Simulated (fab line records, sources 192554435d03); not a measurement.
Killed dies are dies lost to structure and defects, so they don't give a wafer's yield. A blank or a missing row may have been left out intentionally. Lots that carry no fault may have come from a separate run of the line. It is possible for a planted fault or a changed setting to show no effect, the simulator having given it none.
fab line records	flow n5Finfet
[record] lots = 7	wafers = 39
route steps=1938 shown WELL_APT@24 DUMMY_GATE@246 HKMG_FIN@406 GATE_CUT@477
startH: hours from the record's first day to the start of the lot's first wafer shown	waitH: hours elapsed since this lot's preceding step	" as in the row above	L1.1+2: a row that stands for several wafers	- no value, or no start was given	* or withheld: withheld	< > ~ a bound
route shown NAME@n: NAME is a module with steps in the file, n the number in the route of the first one	usual: mean/standard deviation taken from wafers without a fault	same: alike in all rows	chamber/n: place in a boat	sites: readings site by site	_std_site: the values' standard deviation	_edge_site: inner sites' mean taken away from outer sites' mean	radiusMm: for every site, how far away it sits from the centre of the wafer	mask NAME#n: copy n	behind: the last tool/chamber to shape the wafer	hold: why the lot went on hold/how many hours it stayed there/how the hold came to an end	device: whichever transistor did not switch (one of n, p or np)	end of line: tests of these same wafers at the route's end	where a step has no rows: the recipe by itself	killed: the dies lost at the first sort to structure and to defects; this is not the yield of the wafer	map: per-die view of a wafer (x killed, . not killed, _ where there is no die)
set.NAME: setting as actually run; set.NAME@STEP: the setting as run at that earlier step	model.NAME: the simulator's own value behind a step, which no gauge read
lots run with intentionally changed settings; tables by step, rows by wafer
[[steps]]
[step N5_WELL_APT_EXPOSE_05]
[recipe] maskId = NWELL	na = 0.8	sourceShape = conventional	sigmaOuter = 0.8	polarization = unpolarized	defocusNm = 0	targetCdNm = 200	doseMj = 20.3
lot.wafer	tool	chamber	startH	waitH	mask	set.doseMj
L074.1+3+5	krfScanner-02	0	13.51	-	NWELL#0	19.7
L074.2+4+6	"	0	"	"	NWELL#0	20.3
L076.1+2+3+4+5+6	krfScanner-02	0	25.51	-	NWELL#0	20.3
L078.1+4+6	krfScanner-02	0	37.54	-	NWELL#0	20.81
L078.2+3+5	"	0	"	"	NWELL#0	20.3
L079.1+2+4	krfScanner-01	0	43.53	-	NWELL#0	21.86
L079.3+5+6	"	0	"	"	NWELL#0	20.3
L081.3+4+5	krfScanner-01	0	55.76	-	NWELL#0	20.3
L086.1+3+4	krfScanner-01	0	86.81	-	NWELL#0	21.62
L086.2+5+6	"	0	"	"	NWELL#0	20.3
L090.1+3+5	krfScanner-01	0	109.64	-	NWELL#0	20.3
L090.2+4+6	"	0	"	"	NWELL#0	18.77
[step N5_WELL_APT_PEB_06]
[recipe] pebTempC = 130	pebTimeS = 90
[step N5_WELL_APT_DEVELOP_07]
[recipe] developTimeS = 45	rinseLiquid = surfactantRinse	dry = airSpin	devTempC = 21
[step N5_WELL_APT_HARDBAKE_12]
[recipe] tempC = 130	timeS = 120
[step N5_WELL_APT_CD_MEAS_08]
[recipe] targetCdNm = 200	landingEnergyEv = 500	detector = seInlens
[usual] cdNm = 199.7/1.8
lot.wafer	tool	chamber	startH	waitH	set.doseMj@WELL_APT_EXPOSE_05	cdNm
L074.1	cdSem-01	0	13.68	-	19.7	194.5
L074.2	"	0	"	"	20.3	198.2
L074.3	"	0	"	"	19.7	191.8
L074.4	"	0	"	"	20.3	200.8
L074.5	"	0	"	"	19.7	195.5
L074.6	"	0	"	"	20.3	199.7
L076.1	cdSem-03	0	25.68	-	20.3	201.8
L076.2	"	0	"	"	20.3	202.1
L076.3	"	0	"	"	20.3	200.2
L076.4	"	0	"	"	20.3	202.3
L076.5	"	0	"	"	20.3	204.1
L076.6	"	0	"	"	20.3	202.1
L078.1	cdSem-02	0	37.71	-	20.81	203.0
L078.2	"	0	"	"	20.3	197.9
L078.3	"	0	"	"	20.3	199.6
L078.4	"	0	"	"	20.81	203.5
L078.5	"	0	"	"	20.3	197.7
L078.6	"	0	"	"	20.81	204.4
L079.1	cdSem-02	0	43.70	-	21.86	213.8
L079.2	"	0	"	"	21.86	214.0
L079.3	"	0	"	"	20.3	201.6
L079.4	"	0	"	"	21.86	211.9
L079.5	"	0	"	"	20.3	199.1
L079.6	"	0	"	"	20.3	199.5
L081.3	cdSem-03	0	55.93	-	20.3	200.3
L081.4	"	0	"	"	20.3	201.3
L081.5	"	0	"	"	20.3	199.0
L086.1	cdSem-01	0	86.99	-	21.62	207.1
L086.2	"	0	"	"	20.3	195.1
L086.3	"	0	"	"	21.62	208.9
L086.4	"	0	"	"	21.62	205.9
L086.5	"	0	"	"	20.3	198.4
L086.6	"	0	"	"	20.3	197.6
L090.1	cdSem-01	0	109.82	-	20.3	195.0
L090.2	"	0	"	"	18.77	187.5
L090.3	"	0	"	"	20.3	199.0
L090.4	"	0	"	"	18.77	185.8
L090.5	"	0	"	"	20.3	199.0
L090.6	"	0	"	"	18.77	184.7
[step N5_WELL_APT_DESCUM_13]
[recipe] chemistry = O2	timeS = 7.9	sourcePowerW = 50	biasPowerW = 20	pressureMtorr = 20	rfFrequencyHz = 2.712e+07	tempC = 40	o2FlowSccm = 225
lot.wafer	tool	chamber	startH	waitH	set.doseMj@WELL_APT_EXPOSE_05	model.WELL_APT.cdNm
L074.1	rieDiel-05	0	14.57	0.8	19.7	194.4
L074.2	"	3	"	"	20.3	198
L074.3	"	2	"	"	19.7	191.4
L074.4	"	1	"	"	20.3	200.5
L074.5	"	1	"	"	19.7	195.2
L074.6	"	2	"	"	20.3	199.5
L076.1	rieDiel-05	2	25.91	0.2	20.3	201.8
L076.2	"	1	"	"	20.3	202
L076.3	"	0	"	"	20.3	200.4
L076.4+6	"	3,0	"	"	20.3	202.1
L076.5	"	3	"	"	20.3	203.9
L078.1	rieDiel-05	1	37.80	0.0	20.81	203
L078.2	"	0	"	"	20.3	197.7
L078.3	"	3	"	"	20.3	199.7
L078.4	"	3	"	"	20.81	203.6
L078.5	"	0	"	"	20.3	197.3
L078.6	"	1	"	"	20.81	204
L079.1+2	rieDiel-06	3,2	43.79	0.0	21.86	214
L079.3	"	1	"	"	20.3	201.2
L079.4	"	3	"	"	21.86	211.7
L079.5+6	"	2,1	"	"	20.3	199.5
L081.3	rieDiel-01	1	56.01	0.0	20.3	200.3
L081.4	"	3	"	"	20.3	201.4
L081.5	"	3	"	"	20.3	198.8
L086.1	rieDiel-05	3	87.15	0.1	21.62	206.9
L086.2	"	1	"	"	20.3	194.9
L086.3	"	0	"	"	21.62	208.7
L086.4	"	2	"	"	21.62	206.2
L086.5	"	1	"	"	20.3	198
L086.6	"	0	"	"	20.3	197.5
L090.1	rieDiel-05	1	110.04	0.2	20.3	194.7
L090.2	"	0	"	"	18.77	187.2
L090.3	"	3	"	"	20.3	198.9
L090.4	"	2	"	"	18.77	185.9
L090.5	"	0	"	"	20.3	199
L090.6	"	1	"	"	18.77	184.9
[step N5_DUMMY_GATE_ETCH_32]
[recipe] chemistry = CF4	target = SiO2	targetDepthA = 35	timeS = 3.9	ionEnergyEv = 350	pressureMtorr = 10	icpW = 800	biasW = 400	cf4FlowSccm = 80
lot.wafer	tool	chamber	startH	waitH	set.timeS	model.etch.depthNm
L074.1	rieSi-02	3	49.44	0.1	4.282	3.905
L074.2	"	1	"	"	3.9	3.485
L074.3	"	0	"	"	4.282	3.914
L074.4	"	2	"	"	3.9	3.49
L074.5	"	2	"	"	3.9	3.491
L074.6	"	3	"	"	4.282	3.895
L076.1	rieSi-04	0	59.72	0.1	3.148	2.759
L076.2	"	2	"	"	3.9	3.517
L076.3	"	3	"	"	3.148	2.884
L076.4	"	1	"	"	3.9	3.446
L076.5	"	3	"	"	3.9	3.568
L076.6	"	0	"	"	3.148	2.767
L078.1	rieSi-01	2	70.55	0.1	3.9	3.542
L078.2	"	0	"	"	3.9	3.676
L078.3	"	1	"	"	3.9	3.436
L078.4	"	3	"	"	3.9	3.564
L078.5	"	2	"	"	3.9	3.537
L078.6	"	1	"	"	3.9	3.443
L079.1	rieSi-04	3	78.37	0.1	3.9	3.596
L079.2	"	2	"	"	3.239	2.919
L079.3	"	1	"	"	3.239	2.831
L079.4	"	0	"	"	3.9	3.391
L079.5	"	0	"	"	3.239	2.836
L079.6	"	1	"	"	3.9	3.417
L081.3	rieSi-04	2	92.93	0.1	3.9	3.536
L081.4	"	0	"	"	3.9	3.441
L081.5	"	0	"	"	3.9	3.451
L086.1	rieSi-02	0	121.11	0.1	3.9	3.562
L086.2	"	3	"	"	3.9	3.622
L086.3	"	1	"	"	3.164	2.862
L086.4	"	2	"	"	3.164	2.868
L086.5	"	3	"	"	3.9	3.662
L086.6	"	0	"	"	3.164	2.869
L090.1	rieSi-02	3	143.41	0.1	3.9	3.604
L090.2	"	1	"	"	3.9	3.464
L090.3	"	2	"	"	3.01	2.714
L090.4	"	0	"	"	3.01	2.704
L090.5	"	0	"	"	3.01	2.693
L090.6	"	1	"	"	3.9	3.472
[step N5_HKMG_FIN_ETCH_58]
[recipe] chemistry = N2/H2	target = SOC	targetDepthA = 2158	ionEnergyEv = 50	biasW = 13	timeS = 741	pressureMtorr = 30	sourceW = 875	n2FlowSccm = 200	h2FlowSccm = 200
[usual] rfVppV = 99.4/0.92
lot.wafer	tool	chamber	startH	waitH	set.biasW	rfVppV
L074.1	rieDiel-01	3	72.90	0.0	13	100.9
L074.2	"	1	"	"	13.95	103.0
L074.3	"	0	"	"	13.95	104.3
L074.4	"	2	"	"	13.95	105.2
L074.5	"	0	"	"	13	99.3
L074.6	"	1	"	"	13	100.4
L076.1	rieDiel-05	3	83.73	0.0	13	99.8
L076.2	"	2	"	"	13	99.3
L076.3	"	0	"	"	11.97	93.7
L076.4	"	1	"	"	13	98.6
L076.5	"	3	"	"	11.97	94.3
L076.6	"	0	"	"	11.97	94.9
L078.1	rieDiel-05	3	94.77	0.0	14.29	105.4
L078.2	"	0	"	"	14.29	106.4
L078.3	"	1	"	"	13	100.0
L078.4	"	2	"	"	14.29	105.4
L078.5	"	2	"	"	13	98.5
L078.6	"	3	"	"	13	100.3
L079.1	rieDiel-01	1	104.54	0.0	13	98.2
L079.2	"	3	"	"	12.25	95.6
L079.3	"	3	"	"	12.25	95.4
L079.4	"	1	"	"	12.25	95.2
L079.5	"	1	"	"	13	100.4
L079.6	"	3	"	"	13	100.2
L081.3	rieDiel-01	2	119.29	0.0	13	99.6
L081.4	"	0	"	"	13	99.2
L081.5	"	3	"	"	13	100.6
L086.1	rieDiel-05	2	148.01	0.0	13	98.9
L086.2	"	3	"	"	13	100.5
L086.3	"	0	"	"	13	99.3
L086.4	"	1	"	"	13	97.4
L086.5	"	0	"	"	13	99.5
L086.6	"	1	"	"	13	99.2
L090.1	rieDiel-06	1	167.87	0.0	15.15	108.8
L090.2	"	2	"	"	13	100.5
L090.3	"	0	"	"	15.15	110.1
L090.4	"	1	"	"	15.15	107.3
L090.5	"	2	"	"	13	101.0
L090.6	"	0	"	"	13	99.1
[step N5_GATE_CUT_HM_DEP_46]
[recipe] material = SiO2	targetThkA = 1300	tempC = 400	precursor = TEOS/O2	pressureTorr = 6.5	rfW = 900	teosFlowSccm = 161.4	gas = O2	flowSccm = 2650	timeS = 26.6
lot.wafer	tool	chamber	startH	waitH	set.targetThkA	model.SiO2_of_GATE_CUT_HM_DEP_46.thkNm
L074.1	pecvd-01	0	84.02	0.0	1169	119
L074.2	"	1	"	"	1169	117.4
L074.3+5	"	0	"	"	1300	133.8
L074.4	"	1	"	"	1300	132.2
L074.6	"	1	"	"	1169	120.8
L076.1	pecvd-04	0	94.81	0.0	1300	130.8
L076.2+3	"	1,2	"	"	1300	129.2
L076.4	"	0	"	"	1300	132.4
L076.5	"	2	"	"	1300	129.8
L076.6	"	1	"	"	1300	129
L078.1	pecvd-04	1	105.69	0.0	1180	116.6
L078.2	"	2	"	"	1180	117.8
L078.3	"	0	"	"	1300	130
L078.4	"	2	"	"	1300	132
L078.5	"	1	"	"	1180	117.4
L078.6	"	0	"	"	1300	131.8
L079.1	pecvd-01	0	116.13	0.0	1443	146.6
L079.2	"	2	"	"	1443	144.6
L079.3	"	1	"	"	1443	145.6
L079.4	"	2	"	"	1300	133.2
L079.5	"	0	"	"	1300	133.6
L079.6	"	1	"	"	1300	135.4
L081.3	pecvd-02	2	130.22	0.0	1300	127.8
L081.4	"	2	"	"	1300	131.4
L081.5	"	0	"	"	1300	127.4
L086.1	pecvd-02	0	158.94	0.0	1300	126.4
L086.2	"	2	"	"	1475	147
L086.3	"	2	"	"	1475	149.8
L086.4	"	0	"	"	1475	147.8
L086.5	"	0	"	"	1300	129
L086.6	"	2	"	"	1300	132.4
L090.1	pecvd-01	1	179.02	0.0	1428	139.2
L090.2	"	2	"	"	1300	124.2
L090.3	"	0	"	"	1300	127.4
L090.4	"	1	"	"	1428	143
L090.5	"	0	"	"	1428	143.4
L090.6	"	2	"	"	1300	127
[step N5_GATE_CUT_COAT_34]
[recipe] resist = SOC	tempC = 250	timeS = 60	spinRpm = 1500	resistThkNm = 60
[step N5_GATE_CUT_COAT_35]
[recipe] resist = SiARC	tempC = 220	timeS = 60	spinRpm = 1500	resistThkNm = 10
[step N5_GATE_CUT_STRIP_38]
[recipe] chemistry = N2/H2	tempC = 40	n2FlowSccm = 200	h2FlowSccm = 200	rfFrequencyHz = 6e+07
[step N5_GATE_CUT_STRIP_39]
[recipe] chemistry = N2/H2	tempC = 40	n2FlowSccm = 200	h2FlowSccm = 200	rfFrequencyHz = 6e+07
[step N5_GATE_CUT_HM_OPEN_40]
[recipe] chemistry = C4F6/O2	target = SiO2	maskMaterial = SiARC	targetDepthA = 1390	timeS = 85.1	ionEnergyEv = 250	pressureMtorr = 30	sourceW = 345	biasW = 185	Ar_flow_sccm = 300	C4F6_flow_sccm = 10	O2_flow_sccm = 10	ends = cleared
[usual] etchRfOnTimeS = 93.6/2
lot.wafer	tool	chamber	startH	waitH	set.targetThkA@GATE_CUT_HM_DEP_46	etchRfOnTimeS	model.etch.depthNm	model.SOC_of_GATE_CUT_COAT_34.thkNm
L074.1	rieDiel-02	2	85.79	0.0	1169	86.7	119.1	35
L074.2	"	0	"	"	1169	84.0	117.3	35.4
L074.3	"	3	"	"	1300	97.1	133.8	32.2
L074.4	"	3	"	"	1300	95.6	132.2	32.4
L074.5	"	0	"	"	1300	95.9	133.7	31.8
L074.6	"	2	"	"	1169	87.6	120.8	34.8
L076.1	rieDiel-03	0	95.56	0.0	1300	94.5	130.8	32
L076.2	"	1	"	"	1300	90.1	129.1	32.8
L076.3	"	3	"	"	1300	92.8	129.2	33
L076.4	"	2	"	"	1300	93.2	132.4	32.2
L076.5	"	3	"	"	1300	94.1	129.9	33
L076.6	"	2	"	"	1300	91.0	128.9	33
L078.1	rieDiel-03	3	106.44	0.0	1180	83.8	116.6	35.6
L078.2	"	0	"	"	1180	84.3	117.9	35
L078.3	"	1	"	"	1300	90.8	130	32.6
L078.4	"	2	"	"	1300	93.7	132.1	32.2
L078.5	"	0	"	"	1180	84.7	117.4	35
L078.6	"	1	"	"	1300	92.3	131.9	32.2
L079.1	rieDiel-03	0	116.75	0.0	1443	105.5	146.6	29
L079.2	"	3	"	"	1443	104.2	144.7	29.8
L079.3	"	1	"	"	1443	102.9	145.7	29.6
L079.4	"	2	"	"	1300	94.5	133.3	32.2
L079.5	"	1	"	"	1300	94.9	133.5	32
L079.6	"	0	"	"	1300	97.1	135.3	31.2
L081.3	rieDiel-04	1	131.13	0.0	1300	90.3	127.8	33.6
L081.4	"	3	"	"	1300	93.7	131.3	32.4
L081.5	"	1	"	"	1300	89.5	127.4	33.8
L086.1	rieDiel-03	3	159.58	0.0	1300	91.4	126.4	33.4
L086.2	"	2	"	"	1475	104.3	147.1	29
L086.3	"	0	"	"	1475	107.9	149.8	27.8
L086.4	"	3	"	"	1475	106.6	147.8	29
L086.5	"	2	"	"	1300	92.1	129.1	32.6
L086.6	"	0	"	"	1300	96.3	132.5	31.4
L090.1	rieDiel-03	0	179.68	0.0	1428	101.8	139.3	30.2
L090.2	"	3	"	"	1300	91.2	124.1	33.8
L090.3	"	1	"	"	1300	90.3	127.4	33
L090.4	"	2	"	"	1428	103.6	143.1	30
L090.5	"	2	"	"	1428	104.2	143.4	30
L090.6	"	3	"	"	1300	93.0	127	33.4
[step N5_GATE_CUT_STRIP_41]
[recipe] chemistry = CF4	resist = SiARC	powerW = 300	biasPowerW = 75	pressureMtorr = 50	cf4FlowSccm = 150	rfFrequencyHz = 6e+07
[step N5_GATE_CUT_STRIP_42]
[recipe] chemistry = O2	powerW = 400	tempC = 40	pressureMtorr = 30	rfFrequencyHz = 6e+07	biasPowerW = 0	overashFraction = 0.3	o2FlowSccm = 225
[step N5_GATE_CUT_ALD_22]
[recipe] material = SiNx	targetThkA = 160	tempC = 400	aldPrecursorFamily = SiH2I2	aldCoReactant = N2/H2-plasma	pulseTimeS = 1	aldCycles = 320	purgeTimeS = 2	coReactantPurgeTimeS = 2	pressureTorr = 2
[step N5_GATE_CUT_CMP_23]
[recipe] stopOn = SiO2	tOverpolishS = 23.4	postCmpClean = alkalineBrush	downForcePsi = 2.5	platenRpm = 51.8	padVelocityMS = 1.0307	targetThkNm = 16
[step N5_GATE_CUT_THK_MEAS_24]
[recipe] reads = SiO2_of_GATE_CUT_HM_DEP_46+SiO2_flowable_of_ILD0_FCVD_FILL_01
[usual] GC_FILL_THK = 220.9/2.4
lot.wafer	tool	chamber	startH	waitH	set.targetThkA@GATE_CUT_HM_DEP_46	GC_FILL_THK[nm]
L074.1	filmMetro-01	-	89.68	-	1169	209.4
L074.2	"	-	"	"	1169	206.5
L074.3	"	-	"	"	1300	224.0
L074.4	"	-	"	"	1300	222.2
L074.5	"	-	"	"	1300	224.0
L074.6	"	-	"	"	1169	212.1
L076.1	filmMetro-02	-	98.11	-	1300	221.8
L076.2	"	-	"	"	1300	219.7
L076.3	"	-	"	"	1300	220.6
L076.4	"	-	"	"	1300	223.3
L076.5	"	-	"	"	1300	220.2
L076.6	"	-	"	"	1300	219.7
L078.1	filmMetro-01	-	108.90	-	1180	208.3
L078.2	"	-	"	"	1180	207.8
L078.3	"	-	"	"	1300	220.4
L078.4	"	-	"	"	1300	221.8
L078.5	"	-	"	"	1180	208.6
L078.6	"	-	"	"	1300	221.3
L079.1	filmMetro-01	-	119.73	-	1443	238.1
L079.2	"	-	"	"	1443	233.2
L079.3	"	-	"	"	1443	235.8
L079.4	"	-	"	"	1300	224.8
L079.5	"	-	"	"	1300	224.7
L079.6	"	-	"	"	1300	224.9
L081.3	filmMetro-01	-	133.69	-	1300	217.1
L081.4	"	-	"	"	1300	220.1
L081.5	"	-	"	"	1300	216.6
L086.1	filmMetro-02	-	162.04	-	1300	216.6
L086.2	"	-	"	"	1475	236.8
L086.3	"	-	"	"	1475	241.7
L086.4	"	-	"	"	1475	238.7
L086.5	"	-	"	"	1300	219.3
L086.6	"	-	"	"	1300	222.7
L090.1	filmMetro-01	-	183.27	-	1428	229.4
L090.2	"	-	"	"	1300	214.2
L090.3	"	-	"	"	1300	216.7
L090.4	"	-	"	"	1428	233.2
L090.5	"	-	"	"	1428	232.1
L090.6	"	-	"	"	1300	216.9
[step N5_GATE_CUT_CMP_43]
[recipe] material = SiO2	postCmpClean = rinseOnly
lot.wafer	tool	chamber	startH	waitH	set.targetThkA@GATE_CUT_HM_DEP_46	model.SiO2_of_GATE_CUT_HM_DEP_46.thkNm
L074.1+2	cmp-02	0,3	89.71	0.0	1169	4.4
L074.4	"	1	"	"	1300	5
L074.3+5	"	2,0	"	"	1300	5.2
L074.6	"	1	"	"	1169	4.6
L076.3+2+1+5+6	cmp-03	0,1,3,0,1	98.20	0.1	1300	5
L076.4	"	2	"	"	1300	5.2
L078.2+1+5	cmp-01	2,3,2	108.93	0.0	1180	4.4
L078.4	"	0	"	"	1300	5.2
L078.3+6	"	1,3	"	"	1300	5
L079.4+6+5	cmp-02	1,1,2	119.76	0.0	1300	5.2
L079.2+1+3	"	2,3,0	"	"	1443	5.8
L081.3+5	cmp-03	3	133.72	0.0	1300	4.8
L081.4	"	0	"	"	1300	5
L086.1	cmp-03	2	162.16	0.1	1300	4.8
L086.2+4	"	3,0	"	"	1475	5.8
L086.3	"	1	"	"	1475	6
L086.5	"	2	"	"	1300	5
L086.6	"	3	"	"	1300	5.2
L090.3+2+6	cmp-03	3,2,3	183.30	0.0	1300	4.8
L090.4+5	"	0	"	"	1428	5.6
L090.1	"	1	"	"	1428	5.4
[[key]]
[split] step = N5_WELL_APT_EXPOSE_05	setting = doseMj	stated = 20.3	by = wafer
[response] step = N5_WELL_APT_CD_MEAS_08	reading = cdNm	change = +1.65	per = 1%	r = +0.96
[response] step = N5_WELL_APT_DESCUM_13	reading = model.WELL_APT.cdNm	change = +1.65	per = 1%	r = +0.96
[split] step = N5_DUMMY_GATE_ETCH_32	setting = timeS	stated = 3.9	by = wafer
[response] step = N5_DUMMY_GATE_ETCH_32	reading = model.etch.depthNm	change = +0.0371	per = 1%	r = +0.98
[split] step = N5_HKMG_FIN_ETCH_58	setting = biasW	stated = 13	by = wafer
[response] step = N5_HKMG_FIN_ETCH_58	reading = rfVppV	change = +0.565	per = 1%	r = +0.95
[split] step = N5_GATE_CUT_HM_DEP_46	setting = targetThkA	stated = 1300	by = wafer
[response] step = N5_GATE_CUT_HM_DEP_46	reading = model.SiO2_of_GATE_CUT_HM_DEP_46.thkNm	change = +1.38	per = 1%	r = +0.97
[response] step = N5_GATE_CUT_HM_OPEN_40	reading = etchRfOnTimeS	change = *	per = 1%	r = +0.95
[response] step = N5_GATE_CUT_HM_OPEN_40	reading = model.etch.depthNm	change = +1.38	per = 1%	r = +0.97
[response] step = N5_GATE_CUT_HM_OPEN_40	reading = model.SOC_of_GATE_CUT_COAT_34.thkNm	change = -0.284	per = 1%	r = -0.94
[response] step = N5_GATE_CUT_THK_MEAS_24	reading = GC_FILL_THK	change = +1.36	per = 1%	r = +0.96
[response] step = N5_GATE_CUT_CMP_43	reading = model.SiO2_of_GATE_CUT_HM_DEP_46.thkNm	change = +0.0655	per = 1%	r = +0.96
